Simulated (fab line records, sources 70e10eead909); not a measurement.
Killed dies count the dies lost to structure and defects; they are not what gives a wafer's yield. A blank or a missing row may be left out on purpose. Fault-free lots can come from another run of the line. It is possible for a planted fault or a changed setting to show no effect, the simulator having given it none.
Problem report, 8D (eight disciplines) form, completed by code	flow nand-harc	the parts of the form that need people (team, actions taken, sign-off) are left out

## 1. THE ISSUE
NHARC_A_STAIRCASE_ETCH_19, run-length-s: mean 59.1 s on 2 wafers (1 lot); fault-free wafers 61.8 s, standard deviation 0.45. Measured from the usual mean, that is -5.9 standard deviations.
The step: etches the open film in C4F8/O2, target depth 100 nm, time 40.5 s.
The first sign was on wafer L884.2 at day 19 12:19, on rie-diel-11. Wafers with a number at this step in the record: 36, from 12 lots. Rule for "out" (also "out of limits"): further than 4 standard deviations from the usual mean. The rest of the wafers with a number are treated as sound.

## 2. WHAT THIS IS AND IS NOT
question	is	is not
which readings at this step	run-length-s	oes-product-au, rf-vpp-V
which lots	L884	L876, L879, L887, L888, L891, L892, L893, L894, L896, L897, L898
which wafers of those lots	L884.2, L884.5	L884.6
read on which tools	rie-diel-11	rie-diel-03, rie-diel-13
when	from day 19 12:19	up to then (7 sound wafers); but 27 sound wafers of L887, L888, L891, L892, L893, L894, L896, L897, L898 came after

## 3. WHAT RULES OUT EACH SUSPECT
Counting: any tool at a process step up to the reading remains a suspect provided it ran every lot that is out. Sound lots after the first of them don't rule it out here, since some wafers of a struck lot are sound.
- rie-diel-11 at NHARC_A_STAIRCASE_ETCH_13 (etches the open film in C4F8/O2, target depth 100 nm, time 40.5 s): kept. L884, the lot that is out, went through it at day 19 12:19; up to then, the latest sound lot through it was L879 at day 17 09:48. NHARC_A_STAIRCASE_ETCH_13: start missing for some lots; hours and lot order therefore follow NHARC_A_STAIRCASE_ETCH_19.
- rie-diel-11 at NHARC_A_STAIRCASE_ETCH_15 (etches the open film in C4F8/O2, target depth 100 nm, time 40.5 s): kept. L884, the lot that is out, went through it at day 19 12:19; up to then, the latest sound lot through it was L879 at day 17 09:48. NHARC_A_STAIRCASE_ETCH_15: start missing for some lots; hours and lot order therefore follow NHARC_A_STAIRCASE_ETCH_19.
- rie-diel-11 at NHARC_A_STAIRCASE_TRIM_18 (chemistry O2, time 211.2 s): kept. L884, the lot that is out, went through it at day 19 12:19; up to then, the latest sound lot through it was L879 at day 17 09:48. NHARC_A_STAIRCASE_TRIM_18: start missing for some lots; hours and lot order therefore follow NHARC_A_STAIRCASE_ETCH_19.
- rie-diel-11 at NHARC_A_STAIRCASE_ETCH_19 (etches the open film in C4F8/O2, target depth 100 nm, time 40.5 s): kept. L884, the lot that is out, went through it at day 19 12:19; up to then, the latest sound lot through it was L879 at day 17 09:48. On those wafers its own readings are out: run-length-s.
- Within rie-diel-11 at NHARC_A_STAIRCASE_ETCH_15: the wafers that are out ran in chambers 0, 3; their sound lot-mates ran in chamber 1.
- Within rie-diel-11 at NHARC_A_STAIRCASE_TRIM_18: the wafers that are out ran in chambers 1, 3; their sound lot-mates ran in chamber 0.
- Within rie-diel-11 at NHARC_A_STAIRCASE_ETCH_19: the wafers that are out ran in chambers 1, 3; their sound lot-mates ran in chamber 0.
Left after counting: rie-diel-11 at NHARC_A_STAIRCASE_ETCH_13, rie-diel-11 at NHARC_A_STAIRCASE_ETCH_15, rie-diel-11 at NHARC_A_STAIRCASE_TRIM_18, rie-diel-11 at NHARC_A_STAIRCASE_ETCH_19.

## 4. THE CAUSE (what the simulator had put in)
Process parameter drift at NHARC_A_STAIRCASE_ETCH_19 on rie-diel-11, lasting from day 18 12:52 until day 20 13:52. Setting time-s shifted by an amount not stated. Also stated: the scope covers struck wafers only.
Counting left 4 suspects, and this tool is among them.

## 5. SEQUENCE OF EFFECTS, ordered by route
One row per reading whose mean, taken over the struck wafers that have a number, lies over 3 standard deviations from the usual. Readings are gone through only where the record gives a usual standard deviation; hours: the median, over the lots, of the time from a lot's start at the first step in this table giving one to that lot's start at this step; sigmas: the change measured in usual standard deviations.
hours	step	reading	usual	on struck wafers	change	sigmas
0	NHARC_A_STAIRCASE_ETCH_19	run-length-s	61.8 s	59.1	-2.6	-5.9
It contains these process steps:
- NHARC_A_STAIRCASE_ETCH_19: etches the open film in C4F8/O2, target depth 100 nm, time 40.5 s.

## 6. WHAT WOULD HAVE CAUGHT IT SOONER
23 hours passed between the start of the fault at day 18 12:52 and the first reading out of limits in this record, taken at day 19 12:19.
